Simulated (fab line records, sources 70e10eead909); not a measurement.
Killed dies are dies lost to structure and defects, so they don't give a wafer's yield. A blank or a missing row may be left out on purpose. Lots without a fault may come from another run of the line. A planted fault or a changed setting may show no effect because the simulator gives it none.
A struck lot beside a sound one | flow nand_harc | 15 steps out of a route of 1302
Sound: wafers L977.3, L977.4, L977.6. Struck: wafers L982.1, L982.4, L982.5. The cause comes at the end.
At each step with rows: each side's tool, then ch and its chambers, then its first start. Under that, the readings that differ: sound wafers | struck wafers | difference of the means | sigmas: that difference in standard deviations of wafers without a fault.
alike: readings whose means differ by less than 2 such deviations, and words and numbers that are the same on both sides. not compared: withheld readings, readings that some wafer has no value for, bounds like >300 that may hide the same value, and numbers for which the record gives no deviation and whose values overlap.
The two part at a step that has a row with sigmas, a row that says differs or no value, or rows on one side only. Numbers that don't overlap but have no deviation are shown without sigmas and don't part them. A reading that every wafer of one side lacks parts them only if that side has two wafers or more.

first, 1 step without rows for these wafers: NHARC_A_CONTACT_DESCUM_47 (chemistry O2, time 3 s).
NHARC_A_CONTACT_ETCH_48: etches the open film in CF4, target depth 39 nm, time 65 s.
  sound on rie_diel-05 ch 0,2, day 22 09:05; struck on rie_diel-10 ch 0,3, day 24 10:37
  alike: chamber_pressure_mTorr, drypump_motor_current_A, oes_product_au, rf_vpp_V, showerhead_plenum_p_Torr, throttle_valve_pct
  not compared: rf_hours_counter_h
then, 2 steps without rows for these wafers: NHARC_A_CONTACT_ETCH_49 (etches the open film in N2/H2, target depth 260 nm, time 475.3 s); NHARC_A_CONTACT_ETCH_50 (etches the open film in CF4/CHF3, target depth 121 nm, time 60.5 s).
NHARC_A_CONTACT_ETCH_51: etches the open film in O2/COS, target depth 7000 nm, time 1820 s.
  sound on rie_diel-05 ch 1,2; struck on rie_diel-10 ch 0,2
  reading                         | sound          | struck         | difference | sigmas
  drypump_motor_current_A (A)     | 6.08 6.00 6.14 | 5.46 5.41 5.46 | -0.63      | -2
  showerhead_plenum_p_Torr (Torr) | 2.98 3.17 2.98 | 3.32 3.35 3.32 | +0.29      | +3
  alike: chamber_pressure_mTorr, oes_product_au, rf_vpp_V, throttle_valve_pct
  not compared: rf_hours_counter_h
NHARC_A_CONTACT_ETCH_111: etches the open film in C4F8/O2/Ar, time 140 s, target depth 700 nm.
  sound on har_cap_etch-01 ch 0,1, day 22 11:23; struck on har_cap_etch-01 ch 0,1, day 24 12:21
  alike: chamber_pressure_mTorr, oes_air_line_au
  not compared: rf_hours_counter_h
then, 2 steps without rows for these wafers: NHARC_A_CONTACT_ETCH_112 (etches the open film in C4F8/O2/Ar, time 190 s, target depth 1850 nm); NHARC_A_CONTACT_ETCH_113 (etches the open film in C4F8/O2/Ar, time 190 s, target depth 1850 nm).
NHARC_A_CONTACT_ETCH_114: etches the open film in C4F8/O2/Ar, time 190 s, target depth 1850 nm.
  sound on har_cap_etch-01 ch 0,1, day 22 11:55; struck on har_cap_etch-01 ch 0,1, day 24 12:53
  alike: chamber_pressure_mTorr, oes_air_line_au
  not compared: rf_hours_counter_h
then, 1 step without rows for these wafers: NHARC_A_CONTACT_ETCH_115 (etches the open film in C4F8/O2/Ar, time 190 s, target depth 1850 nm).
NHARC_A_CONTACT_ETCH_116: etches the open film in C4F8/O2/Ar, time 190 s, target depth 1850 nm.
  sound on har_cap_etch-01 ch 0,1, day 22 12:15; struck on har_cap_etch-01 ch 0,1, day 24 13:14
  alike: chamber_pressure_mTorr, oes_air_line_au
  not compared: rf_hours_counter_h
then, 1 step without rows for these wafers: NHARC_A_CONTACT_ETCH_117 (etches the open film in C4F8/O2/Ar, time 190 s, target depth 1850 nm).
NHARC_A_CONTACT_ETCH_118: etches the open film in C4F8/O2/Ar, time 190 s, target depth 1850 nm.
  sound on har_cap_etch-01 ch 0,1, day 22 12:36; struck on har_cap_etch-01 ch 0,1, day 24 13:34
  reading                        | sound                | struck               | difference | sigmas
  chamber_pressure_mTorr (mTorr) | 19.985 20.034 20.017 | 15.972 16.002 16.046 | -4.005     | -99 or more
  alike: oes_air_line_au
  not compared: rf_hours_counter_h
then, 1 step without rows for these wafers: NHARC_A_CONTACT_ETCH_119 (etches the open film in C4F8/O2/Ar, time 190 s, target depth 1850 nm).
-- the record jumps here: 3 days lie between the struck wafers' starts before and after (it left off in module A_CONTACT and takes up again in module END, whose first step shown is number 1302 of the route) --
NHARC_END_SORT_01:
  the record has rows for the struck wafers here (prober-02 ch 0, day 27 11:07) and none for the sound ones

WHERE THEY PART
First at NHARC_A_CONTACT_ETCH_51; last, within this record, at NHARC_END_SORT_01.

WHY: what the simulator had put in
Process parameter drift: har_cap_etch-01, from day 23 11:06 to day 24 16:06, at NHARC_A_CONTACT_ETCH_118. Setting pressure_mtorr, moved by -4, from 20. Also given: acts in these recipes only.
